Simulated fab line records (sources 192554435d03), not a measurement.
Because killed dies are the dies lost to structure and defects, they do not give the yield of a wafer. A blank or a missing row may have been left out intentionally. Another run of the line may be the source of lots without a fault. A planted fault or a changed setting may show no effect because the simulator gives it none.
Matching of chambers | flow n5Finfet | cmp-02 running N5_GATE_CUT_CMP_43: 4 sister chambers
The step polishes SiO2. 16 wafers are shown with their chamber, then 8 later ones without.

== EACH WAFER AND ITS CHAMBER ==
wafer  | chamber | motorCurrentA (A) | edgeZonePressureFrac | slurryFilterDpKPa (kPa)
L075.2 | 1       | 13.1              | 0.998                | 13.57
L075.4 | 0       | 13.2              | 0.989                | 13.51
L075.6 | 2       | 10.8              | 0.999                | 13.38
L077.1 | 3       | 13.1              | 0.998                | 13.40
L077.2 | 1       | 12.0              | 1.006                | 13.73
L077.3 | 2       | 11.0              | 0.997                | 13.23
L078.1 | 0       | 11.9              | 0.995                | 13.53
L078.2 | 1       | 13.0              | 1.009                | 13.31
L078.5 | 0       | 13.6              | 1.001                | 13.46
L082.3 | 0       | 12.8              | 0.995                | 13.42
L082.4 | 3       | 13.2              | 1.002                | 13.60
L082.6 | 1       | 12.3              | 0.995                | 13.37
L085.3 | 3       | 13.5              | 1.000                | 13.34
L085.5 | 3       | 12.6              | 0.994                | 13.41
L085.6 | 2       | 11.0              | 0.996                | 13.56
L092.2 | 2       | 10.4              | 0.995                | 13.46

SIGNATURES, as means of the wafers listed above
reading              | chamber 0 | chamber 1 | chamber 2 | chamber 3 | scatter within a chamber
motorCurrentA        | 12.875    | 12.600    | 10.800    | 13.100    | 0.509
edgeZonePressureFrac | 0.99500   | 1.00200   | 0.99675   | 0.99850   | 0.00453
slurryFilterDpKPa    | 13.4800   | 13.4950   | 13.4075   | 13.4375   | 0.134
Rule: a wafer's distance from a chamber is the root of the sum, over the readings, of the square of ((its reading less the chamber's mean) divided by the reading's scatter). The wafer belongs to the nearest chamber; if the next one is less than 2 further off, it can't be placed. How the scatter is found: for the shown wafers, subtract from each reading the mean of its chamber, square and add these, divide the total by (wafers less chambers), then take the root.

== WAFERS WITHOUT THEIR CHAMBER ==
wafer  | motorCurrentA (A) | edgeZonePressureFrac | slurryFilterDpKPa (kPa)
L092.3 | 13.2              | 1.005                | 13.56
L092.6 | 12.7              | 0.994                | 13.43
L096.3 | 11.3              | 1.005                | 13.56
L096.4 | 12.7              | 0.995                | 13.46
L096.5 | 10.4              | 1.006                | 13.49
L097.2 | 12.6              | 1.000                | 13.54
L097.4 | 12.8              | 1.004                | 13.52
L097.5 | 13.2              | 1.006                | 13.52

== EACH ONE'S CHAMBER ==
wafer  | from the rows above               | in truth
L092.3 | can't be placed: 1 or 3 or 0      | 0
L092.6 | can't be placed: 0 or 3 or 1      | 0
L096.3 | can't be placed: 2 or 1 or 0 or 3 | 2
L096.4 | can't be placed: 0 or 3 or 1      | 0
L096.5 | 2                                 | 2
L097.2 | can't be placed: 1 or 3 or 0      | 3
L097.4 | can't be placed: 1 or 3 or 0      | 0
L097.5 | can't be placed: 1 or 3 or 0      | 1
Placed correctly: 1 of 8. Can't be placed from these rows: 7 (the true chamber is among the candidates in 7). Number placed wrongly: 0.
